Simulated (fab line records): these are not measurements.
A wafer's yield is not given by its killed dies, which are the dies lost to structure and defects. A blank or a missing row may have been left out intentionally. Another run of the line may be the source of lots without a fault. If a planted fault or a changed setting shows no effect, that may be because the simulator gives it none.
Matching of chambers | flow nand_harc | NHARC_P_STI_DESCUM_14 on rie_diel-01 has 4 sister chambers
The step chemistry O2, time 3 s. 8 wafers are shown with their chamber, then 11 later ones without.

## EACH WAFER AND ITS CHAMBER
wafer  | chamber | drypump_motor_current_A (A) | oes_product_au (a.u.)
L082.2 | 2       | 5.7                         | 1.000
L083.1 | 0       | 5.6                         | 0.995
L083.2 | 1       | 5.5                         | 0.993
L083.4 | 2       | 5.7                         | 0.989
L086.3 | 3       | 5.5                         | 0.994
L086.4 | 0       | 5.5                         | 1.004
L086.6 | 1       | 5.5                         | 0.990
L090.3 | 3       | 5.4                         | 0.993

## WAFERS WITHOUT THEIR CHAMBER
wafer  | drypump_motor_current_A (A) | oes_product_au (a.u.)
L090.5 | 5.4                         | 0.997
L090.6 | 5.6                         | 1.006
L093.3 | 5.6                         | 0.991
L093.4 | 5.5                         | 1.010
L093.5 | 5.7                         | 0.999
L096.1 | 5.4                         | 1.007
L096.3 | 5.5                         | 1.005
L096.4 | 5.7                         | 1.013
L097.1 | 5.5                         | 1.006
L097.3 | 5.4                         | 0.985
L097.4 | 5.5                         | 0.997

## CHAMBER TAKEN BY EACH
wafer  | from the rows above               | in truth
L090.5 | can't be placed: 3 or 1 or 0      | 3
L090.6 | can't be placed: 0 or 2 or 1      | 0
L093.3 | can't be placed: 0 or 1 or 2 or 3 | 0
L093.4 | can't be placed: 0 or 3 or 1      | 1
L093.5 | 2                                 | 2
L096.1 | can't be placed: 3 or 0 or 1      | 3
L096.3 | can't be placed: 0 or 3 or 1      | 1
L096.4 | can't be placed: 2 or 0           | 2
L097.1 | can't be placed: 0 or 3 or 1      | 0
L097.3 | can't be placed: 3 or 1           | 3
L097.4 | can't be placed: 1 or 0 or 3      | 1
Placed correctly: 1 of 11. Not placeable from these rows: 10 (in 10, the candidates include the true chamber). 0 placed wrongly.
How it was worked out, from the rows above alone: a wafer's distance from a chamber is the root of the sum, over the readings, of the square of ((its reading less the chamber's mean) divided by the reading's scatter). If the next closest chamber is less than 2 further off than the closest, the wafer can't be placed; otherwise it belongs to the closest. For every chamber, the mean is computed from those of its wafers that are shown. The scatter: the root of (the sum of the squares of (reading less its chamber's mean) over the shown wafers, divided by (wafers less chambers)).
